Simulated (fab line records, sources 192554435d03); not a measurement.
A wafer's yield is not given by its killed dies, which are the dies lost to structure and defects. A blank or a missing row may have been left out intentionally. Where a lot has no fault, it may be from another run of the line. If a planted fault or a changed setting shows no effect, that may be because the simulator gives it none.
One fault seen from 3 desks :: flow n5-finfet :: every desk sees just its own numbers, and what lay behind them comes last

THE METROLOGY DESK
What the gauges read, lot by lot, whatever tool the lot ran on: means of the sampled wafers that have a number. The brackets show how far a lot's mean lies from the usual mean; more than 4 standard deviations puts the lot out of limits, marked OUT. Readings shown: 7 of its 12, picked as those furthest out on some lot.
Columns: A = V3_OVL at N5_BEOL_M4_OVL_MEAS_29, usual 0.4 nm; B = DIBL_N at N5_BEOL_M4_RC_MEAS_101, usual 36.5 mV/V; C = IOFF_P at N5_BEOL_M4_RC_MEAS_101, usual 0.22 nA/um; D = ION_N at N5_BEOL_M4_RC_MEAS_101, usual 676 uA/um; E = ION_P at N5_BEOL_M4_RC_MEAS_101, usual 462 uA/um; F = SS_P at N5_BEOL_M4_RC_MEAS_101, usual 73.4 mV/dec; G = VT_N at N5_BEOL_M4_RC_MEAS_101, usual 249 mV
lot: L547
first seen here: day 7 21:41
A: -0.4
B: 36.2
C: 0.20
D: 661
E: 459
F: 73.0
G: 252

lot: L545
first seen here: day 8 01:19
A: 1.3
B: 36.9
C: 0.26
D: 687
E: 472
F: 73.4
G: 248

lot: L550
first seen here: day 9 20:03
A: 0.1
B: 37.7
C: 0.23
D: 681
E: 466
F: 74.0
G: 247

lot: L552
first seen here: day 10 01:16
A: -0.2
B: 35.8
C: 0.20
D: 676
E: 457
F: 73.7
G: 250

lot: L551
first seen here: day 10 01:55
A: 1.0
B: 37.3
C: 0.24
D: 684
E: 471
F: 73.5
G: 248

lot: L567
first seen here: day 14 23:46
A: -0.2
B: 34.5
C: 0.21
D: 671
E: 462
F: 72.7
G: 251
Finding of this desk: none of the 6 lots has anything out of limits.

AT THE TOOL OWNER'S DESK: rie-diel-02
The tool's own readings at N5_BEOL_M4_ETCHBACK_99 (etches SiO2 in CHF3, target depth 5 nm, time 10.4 s): means of the sampled wafers that have a number, for each lot that ran on this tool. The brackets show how far a lot's mean lies from the usual mean; more than 4 standard deviations puts the lot out of limits, marked OUT.
Columns: A = drypump-motor-current-A at N5_BEOL_M4_ETCHBACK_99, usual 5.5 A; B = oes-product-au at N5_BEOL_M4_ETCHBACK_99, usual 0.75 a.u.; C = rf-vpp-V at N5_BEOL_M4_ETCHBACK_99, usual 241 V; D = showerhead-plenum-p-Torr at N5_BEOL_M4_ETCHBACK_99, usual 2.14 Torr; E = throttle-valve-pct at N5_BEOL_M4_ETCHBACK_99, usual 17.29 %
lot: L545
first seen here: day 8 08:25
A: 5.1
B: 0.74
C: 244
D: 2.20
E: 17.35

lot: L550
first seen here: day 9 23:49
A: 5.2
B: 1.01
C: 244
D: 2.14
E: 17.41

lot: L551
first seen here: day 10 06:38
A: 5.5
B: 0.82
C: 244
D: 2.11
E: 17.40
Finding of this desk: none of the 3 lots has anything out of limits.

THE DEFECT DESK
Per lot, the means of the sampled wafers with a number show what the inspections along the route counted. The brackets show how far a lot's mean lies from the usual mean; more than 4 standard deviations puts the lot out of limits, marked OUT.
Columns: A = raw-defect-count at N5_BEOL_M4_INSPECT_30, usual 424
lot: L547
first seen here: day 7 21:46
A: 481

lot: L545
first seen here: day 8 01:23
A: 465

lot: L550
first seen here: day 9 20:08
A: 543

lot: L552
first seen here: day 10 01:21
A: 417

lot: L551
first seen here: day 10 02:00
A: 433

lot: L567
first seen here: day 14 23:51
A: 397
Finding of this desk: none of the 6 lots has anything out of limits.

BROUGHT TOGETHER
The metrology desk saw nothing out of limits.
Nothing out of limits was seen by the tool owner's desk.
Nothing out of limits was seen by the defect desk.

WHAT THE SIMULATOR HAD PUT IN
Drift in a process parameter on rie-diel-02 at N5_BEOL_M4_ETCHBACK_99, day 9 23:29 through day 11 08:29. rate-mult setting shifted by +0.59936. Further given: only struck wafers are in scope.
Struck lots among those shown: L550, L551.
